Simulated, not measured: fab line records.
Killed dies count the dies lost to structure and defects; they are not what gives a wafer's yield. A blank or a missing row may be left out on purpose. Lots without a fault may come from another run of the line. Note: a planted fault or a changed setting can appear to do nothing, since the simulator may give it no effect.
Matching of chambers    flow n5 finfet    4 sister chambers for N5_BEOL_M11_STRIP_67 on rie diel-04
The step strips in CF4. 14 wafers are shown with their chamber, then 7 later ones without.

== WAFERS WITH THEIR CHAMBER ==
wafer   chamber  drypump motor current A (A)  showerhead plenum p Torr (Torr)  throttle valve pct (%)
L075.3  3        5.9                          1.78                             14.14
L075.4  2        5.8                          1.84                             13.36
L075.6  0        4.7                          1.69                             13.72
L076.3  2        5.7                          1.84                             13.36
L076.4  3        5.9                          1.78                             14.16
L076.6  1        6.1                          1.77                             13.35
L081.2  2        5.8                          1.84                             13.41
L081.5  3        6.0                          1.78                             14.18
L081.6  2        5.7                          1.84                             13.40
L090.2  3        5.9                          1.78                             13.62
L090.5  1        6.1                          1.76                             13.42
L090.6  2        5.7                          1.83                             13.43
L089.1  1        6.1                          1.76                             13.43
L089.5  0        4.7                          1.68                             13.78

SIGNATURES (means of the wafers above)
reading                   chamber 0  chamber 1  chamber 2  chamber 3  scatter within a chamber
drypump motor current A   4.700      6.100      5.740      5.925      0.0442
showerhead plenum p Torr  1.6850     1.7633     1.8380     1.7800     0.00443
throttle valve pct        13.7500    13.4000    13.3920    14.0250    0.151
Rule: distance of a wafer from a chamber = root of the sum over the readings of ((wafer's reading minus chamber's mean) / reading's scatter) squared. The wafer belongs to the nearest chamber; if the next one is less than 2 further off, it can't be placed. The scatter: take each reading less its chamber's mean, square it, sum over the shown wafers, divide by the number of wafers less the number of chambers, and take the root.

== WAFERS MISSING THEIR CHAMBER ==
wafer   drypump motor current A (A)  showerhead plenum p Torr (Torr)  throttle valve pct (%)
L089.6  6.1                          1.76                             13.40
L093.2  5.8                          1.83                             13.47
L093.4  4.7                          1.68                             13.80
L093.5  5.7                          1.83                             13.45
L094.1  5.9                          1.78                             13.64
L094.2  6.1                          1.76                             13.43
L094.3  5.7                          1.83                             13.46

== WHICH CHAMBER EACH ONE RAN IN ==
wafer   from the rows above  in truth
L089.6  1                    1
L093.2  2                    2
L093.4  0                    0
L093.5  2                    2
L094.1  3                    3
L094.2  1                    1
L094.3  2                    2
7 of 7 placed correctly. From these rows, 0 cannot be placed. Number placed wrongly: 0.
